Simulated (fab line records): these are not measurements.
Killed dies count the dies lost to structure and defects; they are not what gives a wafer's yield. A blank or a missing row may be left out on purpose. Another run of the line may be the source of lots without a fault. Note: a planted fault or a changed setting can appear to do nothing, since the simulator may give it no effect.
fab line records -- flow nand-harc
record lots=12, wafers=36, last-day=25
route steps=1159 shown A_CONTACT@858 END@1159
lots that met no fault: from a run of the same line without faults
start-h: hours from the record's opening day to when the first of the lot's shown wafers began -- wait-h: how many hours have passed since the lot's step before this one -- " the same as in the row above -- L1.1+2: a row that stands for several wafers -- - no value present, or no start provided -- * or withheld: withheld -- < > ~ a bound
route shown NAME@n: a module of which the file shows steps, and the number in the route of the first -- usual: mean and standard deviation over wafers with no fault -- same: alike in all rows -- chamber/n: place in a boat -- sites: each site's reading -- _std_site: their standard deviation -- _edge_site: the outer-site mean with the inner-site mean subtracted -- radius-mm: for every site, how far away it sits from the centre of the wafer -- mask NAME#n: copy n -- behind: the tool/chamber that last shaped the wafer -- hold: why the lot went on hold/how many hours it stayed there/how the hold came to an end -- device: which transistor (n, p or np) failed to switch -- end of line: tests of these same wafers at the route's end -- a step with no rows: only its recipe -- killed: dies that structure and defects cost at the first sort, which is not the same as the wafer's yield -- map: a wafer's dies, x killed, . not, _ none there
set.NAME: setting as actually run; set.NAME@STEP: the setting as run at that earlier step -- model.NAME: the simulator's own value behind a step, which no gauge read
the route's steps for a sample of lots (tables are steps, rows are wafers)
services: a tool's chamber out of use, with start hour (start-h, from the record's first day; less than 0 if before it), hours out, and reason
## steps
# step NHARC_A_CONTACT_ETCH_48
# recipe target-depth-a=390, over-etch-frac=0.3, time-s=65, ion-energy-ev=80, cf4-flow-sccm=150, ar-flow-sccm=0, rf-w=300, bias-w=100, chemistry=CF4
# usual bias-w=100.0/0.3, cf4-flow-sccm=150.0/0.47, drypump-motor-current-A=5.8/0.4, oes-product-au=0.997/0.014, rf-vpp-V=150.9/1, showerhead-plenum-p-Torr=1.75/0.051, throttle-valve-pct=13.283/0.0091
# same time-s=65
lot.wafer,tool,chamber,start-h,wait-h,bias-w,cf4-flow-sccm,drypump-motor-current-A,oes-product-au,rf-hours-counter-h,rf-vpp-V,showerhead-plenum-p-Torr,throttle-valve-pct
L778.3,rie-diel-02,2,374.40,0.1,99.9,150.7,5.9,0.994,12,149.4,1.69,13.265
L778.2,rie-diel-02,3,374.40,0.1,99.9,149.9,6.2,1.002,13,151.8,1.76,13.278
L778.4,rie-diel-02,1,374.40,0.1,100.0,150.0,6.0,0.995,13,152.8,1.82,13.288
L784.1,rie-diel-05,0,409.10,0.1,100.0,149.5,6.0,0.993,11,151.2,1.78,13.281
L784.2,rie-diel-05,3,409.10,0.1,99.9,150.0,5.7,1.032,3,150.7,1.81,13.290
L784.5,rie-diel-05,0,409.10,0.1,100.0,150.0,5.9,0.994,-,151.8,1.78,13.278
L786.1,rie-diel-02,2,424.42,0.1,100.2,150.1,5.9,0.993,31,151.7,1.69,13.287
L786.2,rie-diel-02,3,424.42,0.1,99.9,150.3,6.1,0.996,29,150.6,1.76,13.269
L786.5,rie-diel-02,1,424.42,0.1,99.6,150.6,6.0,0.994,-,152.7,1.81,13.284
L785.2,rie-diel-08,1,426.06,0.1,100.4,149.3,5.0,0.976,52,151.1,1.71,13.281
L785.1,rie-diel-08,2,426.06,0.1,100.5,150.2,5.9,0.998,51,151.9,1.80,13.287
L785.5,rie-diel-08,0,426.06,0.1,100.0,150.6,6.1,0.994,-,149.7,1.66,13.278
L789.1,rie-diel-05,0,452.40,0.1,100.0,150.3,6.0,0.991,18,150.2,1.78,13.294
L789.2,rie-diel-05,2,452.40,0.1,99.5,149.8,6.1,0.982,19,152.8,1.72,13.292
L789.6,rie-diel-05,1,452.40,0.1,100.0,149.8,5.8,1.027,-,149.5,1.72,13.286
L788.4,rie-diel-08,1,452.68,0.1,99.8,149.8,5.0,0.987,62,150.1,1.71,13.276
L788.1,rie-diel-08,0,452.68,0.1,100.0,150.0,6.1,1.000,58,148.5,1.66,13.298
L788.6,rie-diel-08,1,452.68,0.1,99.6,149.7,5.0,0.978,-,151.2,1.70,13.286
L793.4,rie-diel-02,0,463.65,0.1,100.2,150.2,5.1,0.992,41,149.9,1.76,13.299
L793.1,rie-diel-02,1,463.65,0.1,100.5,149.7,6.0,0.994,46,151.7,1.81,13.289
L793.6,rie-diel-02,2,463.65,0.1,100.1,149.7,5.9,0.993,-,151.0,1.68,13.270
L795.2,rie-diel-02,1,468.60,0.1,100.2,149.4,6.0,0.999,48,151.8,1.81,13.286
L795.1,rie-diel-02,2,468.60,0.1,99.7,150.3,5.9,0.998,44,150.5,1.68,13.291
L795.6,rie-diel-02,0,468.60,0.1,100.0,149.7,5.1,0.991,-,151.3,1.76,13.282
L798.3,rie-diel-02,1,494.34,0.1,100.5,149.4,6.0,0.998,56,152.3,1.81,13.293
L798.4,rie-diel-02,2,494.34,0.1,99.7,149.9,5.9,0.997,55,150.1,1.68,13.282
L798.5,rie-diel-02,1,494.34,0.1,100.5,149.1,6.0,0.986,-,152.3,1.81,13.273
L799.1,rie-diel-05,3,499.13,0.1,100.2,149.1,5.7,1.028,18,151.1,1.80,13.281
L799.2,rie-diel-05,0,499.13,0.1,100.3,149.3,5.9,0.988,27,151.9,1.78,13.293
L799.6,rie-diel-05,2,499.13,0.1,100.4,150.0,6.1,0.982,-,150.3,1.72,13.302
L796.3,rie-diel-02,3,499.49,0.1,100.5,149.9,6.1,1.001,54,151.3,1.75,13.275
L796.1,rie-diel-02,0,499.49,0.1,99.9,149.7,5.1,0.969,53,152.5,1.76,13.290
L796.6,rie-diel-02,2,499.49,0.1,99.7,149.7,5.9,0.998,-,150.3,1.68,13.279
L800.4,rie-diel-08,1,506.92,0.1,100.4,150.0,5.0,0.985,8,149.7,1.70,13.289
L800.3,rie-diel-08,3,506.92,0.1,100.3,150.9,5.3,0.982,9,151.4,1.79,13.275
L800.6,rie-diel-08,1,506.92,0.1,100.5,149.8,5.1,0.987,-,148.3,1.70,13.288
# step NHARC_A_CONTACT_ETCH_114
# recipe source-w=withheld, pressure-mtorr=20, bias-v=3000, time-s=94, target-depth-a=9220, ar-flow-sccm=withheld, c4f8-flow-sccm=withheld, o2-flow-sccm=withheld, chemistry=C4F8/O2/Ar
# usual chamber-pressure-mTorr=20.002/0.019, oes-air-line-au=1.000/0.021
# same time-s=94
lot.wafer,tool,chamber,start-h,wait-h,chamber-pressure-mTorr,oes-air-line-au,rf-hours-counter-h
L778.2,har-cap-etch-01,1,375.96,0.1,20.038,1.038,57
L778.4,har-cap-etch-01,0,375.96,0.1,19.994,1.036,-
L778.3,har-cap-etch-01,1,375.96,0.1,19.977,1.036,-
L784.2,har-cap-etch-03,0,410.87,0.1,19.985,1.023,93
L784.1,har-cap-etch-03,1,410.87,0.1,20.003,0.996,93
L784.5,har-cap-etch-03,0,410.87,0.1,19.991,0.993,-
L786.1,har-cap-etch-01,1,426.05,0.1,19.979,1.012,66
L786.2,har-cap-etch-01,0,426.05,0.1,19.980,0.983,66
L786.5,har-cap-etch-01,0,426.05,0.1,20.011,0.999,-
L785.1,har-cap-etch-03,1,427.61,0.1,19.982,0.970,97
L785.2,har-cap-etch-03,0,427.61,0.1,20.036,1.012,97
L785.5,har-cap-etch-03,0,427.61,0.1,19.996,0.978,-
L789.1,har-cap-etch-02,0,453.97,0.1,19.995,0.998,22
L789.2,har-cap-etch-02,1,453.97,0.1,19.981,1.006,22
L789.6,har-cap-etch-02,0,453.97,0.1,19.991,0.996,-
L788.1,har-cap-etch-01,1,454.69,0.1,19.975,0.963,72
L788.4,har-cap-etch-01,1,454.69,0.1,19.992,0.983,-
L788.6,har-cap-etch-01,0,454.69,0.1,19.991,0.995,-
L793.1,har-cap-etch-02,0,465.19,0.1,19.970,1.009,24
L793.4,har-cap-etch-02,1,465.19,0.1,19.972,1.015,-
L793.6,har-cap-etch-02,0,465.19,0.1,20.004,1.003,-
L795.1,har-cap-etch-02,0,470.59,0.1,20.008,0.991,25
L795.2,har-cap-etch-02,1,470.59,0.1,20.011,0.987,25
L795.6,har-cap-etch-02,1,470.59,0.1,19.998,0.963,-
L798.3,har-cap-etch-02,0,495.93,0.1,19.992,1.001,-
L798.4,har-cap-etch-02,1,495.93,0.1,19.992,1.031,-
L798.5,har-cap-etch-02,0,495.93,0.1,20.013,0.970,-
L799.1,har-cap-etch-03,1,500.71,0.1,19.966,1.024,109
L799.2,har-cap-etch-03,0,500.71,0.1,20.013,0.998,109
L799.6,har-cap-etch-03,0,500.71,0.1,20.017,1.036,-
L796.1,har-cap-etch-02,1,501.18,0.1,20.008,0.994,30
L796.3,har-cap-etch-02,0,501.18,0.1,19.979,1.013,-
L796.6,har-cap-etch-02,0,501.18,0.1,19.970,0.980,-
L800.4,har-cap-etch-01,0,508.81,0.1,19.998,1.001,-
L800.3,har-cap-etch-01,1,508.81,0.1,19.979,0.999,-
L800.6,har-cap-etch-01,0,508.81,0.1,20.002,0.986,-
# step NHARC_A_CONTACT_ETCH_115
# recipe source-w=withheld, pressure-mtorr=20, bias-v=3000, time-s=94, target-depth-a=9220, ar-flow-sccm=withheld, c4f8-flow-sccm=withheld, o2-flow-sccm=withheld, chemistry=C4F8/O2/Ar
# usual chamber-pressure-mTorr=19.999/0.017, oes-air-line-au=1.000/0.021, time-s=94/0
lot.wafer,tool,chamber,start-h,wait-h,chamber-pressure-mTorr,oes-air-line-au,rf-hours-counter-h,time-s
L778.2,har-cap-etch-01,1,376.05,0.1,19.964,1.006,57,94
L778.4,har-cap-etch-01,0,376.05,0.1,19.994,0.994,-,94
L778.3,har-cap-etch-01,1,376.05,0.1,20.011,1.053,-,94
L784.2,har-cap-etch-03,0,410.96,0.1,20.016,0.982,93,94
L784.1,har-cap-etch-03,1,410.96,0.1,19.998,1.011,93,94
L784.5,har-cap-etch-03,0,410.96,0.1,19.996,1.015,-,94
L786.1,har-cap-etch-01,1,426.14,0.1,20.002,0.969,66,94
L786.2,har-cap-etch-01,0,426.14,0.1,20.002,0.980,66,94
L786.5,har-cap-etch-01,0,426.14,0.1,19.987,0.961,-,94
L785.1,har-cap-etch-03,1,427.70,0.1,19.982,1.039,97,94
L785.2,har-cap-etch-03,0,427.70,0.1,20.006,1.005,97,94
L785.5,har-cap-etch-03,0,427.70,0.1,19.969,1.002,-,94
L789.1,har-cap-etch-02,0,454.06,0.1,-,-,-,-
L789.2,har-cap-etch-02,1,454.06,0.1,-,-,-,-
L789.6,har-cap-etch-02,0,454.06,0.1,-,-,-,-
L788.1,har-cap-etch-01,1,454.78,0.1,-,-,-,-
L788.4,har-cap-etch-01,1,454.78,0.1,-,-,-,-
L788.6,har-cap-etch-01,0,454.78,0.1,-,-,-,-
L793.1,har-cap-etch-02,0,465.29,0.1,-,-,-,-
L793.4,har-cap-etch-02,1,465.29,0.1,-,-,-,-
L793.6,har-cap-etch-02,0,465.29,0.1,-,-,-,-
L795.1,har-cap-etch-02,0,470.68,0.1,20.015,0.962,25,94
L795.2,har-cap-etch-02,1,470.68,0.1,20.019,1.031,25,94
L795.6,har-cap-etch-02,1,470.68,0.1,19.992,1.076,-,94
L798.3,har-cap-etch-02,0,496.02,0.1,20.008,1.000,-,94
L798.4,har-cap-etch-02,1,496.02,0.1,20.017,0.989,-,94
L798.5,har-cap-etch-02,0,496.02,0.1,19.999,1.010,-,94
L799.1,har-cap-etch-03,1,500.80,0.1,19.997,1.018,109,94
L799.2,har-cap-etch-03,0,500.80,0.1,19.984,0.991,109,94
L799.6,har-cap-etch-03,0,500.80,0.1,19.981,1.003,-,94
L796.1,har-cap-etch-02,1,501.27,0.1,20.034,0.972,31,94
L796.3,har-cap-etch-02,0,501.27,0.1,20.007,0.994,-,94
L796.6,har-cap-etch-02,0,501.27,0.1,20.022,1.006,-,94
L800.4,har-cap-etch-01,0,508.93,0.1,19.986,0.997,-,94
L800.3,har-cap-etch-01,1,508.93,0.1,19.993,0.945,-,94
L800.6,har-cap-etch-01,0,508.93,0.1,19.977,0.967,-,94
# step NHARC_A_CONTACT_ETCH_116
# recipe source-w=withheld, pressure-mtorr=20, bias-v=3000, time-s=94, target-depth-a=9220, ar-flow-sccm=withheld, c4f8-flow-sccm=withheld, o2-flow-sccm=withheld, chemistry=C4F8/O2/Ar
# usual chamber-pressure-mTorr=19.998/0.016, oes-air-line-au=1.000/0.02
# same time-s=94
lot.wafer,tool,chamber,start-h,wait-h,chamber-pressure-mTorr,oes-air-line-au,rf-hours-counter-h
L778.2,har-cap-etch-01,1,376.14,0.1,20.019,0.996,57
L778.4,har-cap-etch-01,0,376.14,0.1,20.008,1.078,-
L778.3,har-cap-etch-01,1,376.14,0.1,20.018,1.015,-
L784.2,har-cap-etch-03,0,411.05,0.1,20.022,1.014,93
L784.1,har-cap-etch-03,1,411.05,0.1,19.984,1.017,93
L784.5,har-cap-etch-03,0,411.05,0.1,19.987,0.990,-
L786.1,har-cap-etch-01,1,426.23,0.1,19.980,1.007,66
L786.2,har-cap-etch-01,0,426.23,0.1,20.001,0.997,66
L786.5,har-cap-etch-01,0,426.23,0.1,19.991,0.997,-
L785.1,har-cap-etch-03,1,427.79,0.1,20.005,0.998,97
L785.2,har-cap-etch-03,0,427.79,0.1,19.974,1.020,97
L785.5,har-cap-etch-03,0,427.79,0.1,19.987,1.017,-
L789.1,har-cap-etch-02,0,454.15,0.1,19.993,0.966,22
L789.2,har-cap-etch-02,1,454.15,0.1,20.005,1.006,22
L789.6,har-cap-etch-02,0,454.15,0.1,20.009,0.995,-
L788.1,har-cap-etch-01,1,454.87,0.1,19.993,0.983,72
L788.4,har-cap-etch-01,1,454.87,0.1,20.011,1.016,-
L788.6,har-cap-etch-01,0,454.87,0.1,19.954,1.035,-
L793.1,har-cap-etch-02,0,465.38,0.1,19.993,1.010,24
L793.4,har-cap-etch-02,1,465.38,0.1,20.025,1.000,-
L793.6,har-cap-etch-02,0,465.38,0.1,19.993,1.007,-
L795.1,har-cap-etch-02,0,470.77,0.1,19.998,0.956,25
L795.2,har-cap-etch-02,1,470.77,0.1,20.025,0.980,25
L795.6,har-cap-etch-02,1,470.77,0.1,19.994,0.990,-
L798.3,har-cap-etch-02,0,496.11,0.1,19.980,0.979,-
L798.4,har-cap-etch-02,1,496.11,0.1,19.990,0.991,-
L798.5,har-cap-etch-02,0,496.11,0.1,20.001,1.001,-
L799.1,har-cap-etch-03,1,500.89,0.1,19.988,0.983,109
L799.2,har-cap-etch-03,0,500.89,0.1,20.017,1.014,109
L799.6,har-cap-etch-03,0,500.89,0.1,19.963,1.016,-
L796.1,har-cap-etch-02,1,501.36,0.1,20.008,0.995,31
L796.3,har-cap-etch-02,0,501.36,0.1,20.000,0.971,-
L796.6,har-cap-etch-02,0,501.36,0.1,19.988,0.976,-
L800.4,har-cap-etch-01,0,509.05,0.1,20.005,1.003,-
L800.3,har-cap-etch-01,1,509.05,0.1,19.973,1.009,-
L800.6,har-cap-etch-01,0,509.05,0.1,19.963,1.030,-
# step NHARC_END_SORT_01
# recipe temp-c=25
# usual killed-at-array=26/9.1, killed-at-other=0.7/0.9, killed-at-periphery=3.6/2.8, killed-dies=30/9.2, killed-open=3.0/1.9, killed-short=2.0/1.4
# same gross-dies=677
lot.wafer,tool,chamber,start-h,wait-h,killed-at-array,killed-at-other,killed-at-periphery,killed-dies,killed-open,killed-short
L789.1,prober-01,0,526.09,2.5,677,0,0,677,3,1
L789.2,prober-01,0,526.89,2.8,672,1,4,677,1,2
L789.6,prober-01,0,530.10,4.0,672,0,5,677,4,2
L788.1,prober-02,0,537.37,2.5,672,1,4,677,2,2
L788.4,prober-02,0,539.78,3.4,672,1,4,677,4,1
L788.6,prober-02,0,541.38,4.0,674,1,2,677,7,2
L793.1,prober-01,0,553.94,2.5,672,1,4,677,5,0
L793.4,prober-01,0,556.33,3.4,666,1,10,677,2,0
L793.6,prober-01,0,557.92,4.0,670,1,6,677,4,1
# killed by level:class
L789.1 A_CONTACT:area-etch=659 A_CONTACT:chamber-film-flake=6 A_CHANNEL_HOLE_D1:chamber-film-flake=4 A_ONON_D1:geometric-particle:open=1 A_SGD_CUT:geometric-particle:short=1 A_CONTACT:geometric-particle:open=1 A_M0:geometric-particle:open=1 A_ZERO_WELL:chamber-film-flake=1
L789.2 A_CONTACT:area-etch=659 A_CHANNEL_HOLE_D1:chamber-film-flake=8 P_M1:chamber-film-flake=3 THIN_TSV:chamber-film-flake=1 A_CONTACT:geometric-particle:open=1 A_CONTACT:geometric-particle:short=1 A_BLC:geometric-particle:short=1 P_ZERO_WELL:chamber-film-flake=1
L789.6 A_CONTACT:area-etch=652 A_CHANNEL_HOLE_D1:chamber-film-flake=7 P_M1:chamber-film-flake=4 A_WL_FILL:chamber-film-flake=3 A_CONTACT:geometric-particle:open=2 A_BLC:geometric-particle:open=2 A_CONTACT:chamber-film-flake=2 A_CONTACT:geometric-particle:short=1
L788.1 A_CONTACT:area-etch=633 A_SLIT:chamber-film-flake=16 A_CHANNEL_HOLE_D1:chamber-film-flake=15 A_CONTACT:chamber-film-flake=5 P_M1:chamber-film-flake=2 P_CONTACT:geometric-particle:short=1 P_M2:geometric-particle:open=1 A_WL_FILL:geometric-particle:open=1
L788.4 A_CONTACT:area-etch=632 A_CHANNEL_HOLE_D1:chamber-film-flake=19 A_SLIT:chamber-film-flake=13 A_STAIRCASE:chamber-film-flake=3 A_WL_FILL:chamber-film-flake=2 P_CONTACT:geometric-particle:open=1 P_M0:geometric-particle:open=1 A_CHANNEL_HOLE_D1:geometric-particle:open=1
L788.6 A_CONTACT:area-etch=642 A_CHANNEL_HOLE_D1:chamber-film-flake=10 A_SLIT:chamber-film-flake=9 A_STAIRCASE:chamber-film-flake=3 A_M0:geometric-particle:open=2 A_CONTACT:chamber-film-flake=2 P_M0:geometric-particle:open=1 P_M2:geometric-particle:open=1
L793.1 A_CONTACT:area-etch=637 A_SLIT:chamber-film-flake=15 A_CHANNEL_HOLE_D1:chamber-film-flake=7 A_CHANNEL_FILL_D1:chamber-film-flake=4 A_CONTACT:chamber-film-flake=4 A_WL_FILL:geometric-particle:open=2 P_BONDPAD:chamber-film-flake=2 P_GATE:geometric-particle:open=1
L793.4 A_CONTACT:area-etch=643 A_SLIT:chamber-film-flake=10 P_BONDPAD:chamber-film-flake=6 A_CONTACT:chamber-film-flake=5 P_ZERO_WELL:chamber-film-flake=4 A_CHANNEL_HOLE_D1:chamber-film-flake=4 A_CHANNEL_HOLE_D1:geometric-particle:open=1 A_M1:geometric-particle:open=1
L793.6 A_CONTACT:area-etch=641 A_SLIT:chamber-film-flake=11 A_CHANNEL_HOLE_D1:chamber-film-flake=6 A_CONTACT:chamber-film-flake=4 P_BONDPAD:chamber-film-flake=3 A_CHANNEL_FILL_D1:chamber-film-flake=3 A_CONTACT:geometric-particle:open=2 P_ZERO_WELL:chamber-film-flake=2
## services
tool,chamber,start-h,hours,kind
rie-diel-02,0,362.10,-,clean
rie-diel-02,1,362.10,-,clean
rie-diel-02,2,362.10,-,clean
rie-diel-02,3,362.10,-,clean
rie-diel-02,3,384.07,6.7,repair
rie-diel-02,0,386.60,-,clean
rie-diel-02,1,386.60,-,clean
rie-diel-02,2,386.60,-,clean
rie-diel-02,0,411.10,-,clean
rie-diel-02,1,411.10,-,clean
rie-diel-02,2,411.10,-,clean
rie-diel-02,3,411.10,-,clean
rie-diel-02,0,435.62,-,clean
rie-diel-02,1,435.62,-,clean
rie-diel-02,2,435.62,-,clean
rie-diel-02,3,435.62,-,clean
rie-diel-02,0,446.67,2.1,repair
rie-diel-02,0,460.12,-,clean
rie-diel-02,1,460.12,-,clean
rie-diel-08,-,478.82,9.0,pm
rie-diel-05,0,492.03,5.2,repair
har-cap-etch-03,-,497.84,0.4,repair
rie-diel-08,0,503.22,3.3,repair
rie-diel-02,-,505.58,9.0,pm
## key
first-sign step=NHARC_A_CONTACT_ETCH_115, reading=tool-record, direction=missing
effect step=NHARC_END_SORT_01, reading=killed-at-array, direction=up, sigmas=71, usual=26, struck=672
more-kills-born-at NHARC_A_CONTACT_ETCH_115@har-cap-etch-02=3891, NHARC_A_CONTACT_ETCH_115@har-cap-etch-01=1907
met-at NHARC_A_CONTACT_ETCH_115
struck-lots L788,L789,L793
later-rows-left-out L788.1,L788.4,L788.6,L789.1,L789.2,L789.6,L793.1,L793.4,L793.6
tester-left-out L788,L789,L793
not-acting-at NHARC_A_CONTACT_ETCH_48,NHARC_A_CONTACT_ETCH_114,NHARC_A_CONTACT_ETCH_116
onset-between 426.14 454.06
fault kind=skipped-step-whole, tool=har-cap-etch-01,har-cap-etch-02, chamber=-, onset-h=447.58, steps=NHARC_A_CONTACT_ETCH_115, scope=struck-lots-only
# tester-left-out: of these lots the tester's yield and bins aren't shown, on N5 and GAA mostly nor the transistor test; their killed dies are dies lost to structure and defects alone, not to doping, threshold or leakage, so they don't give the yield
# later-rows-left-out: the simulator's readings of these wafers behind a module that went badly wrong aren't trusted and aren't shown, but for the sort
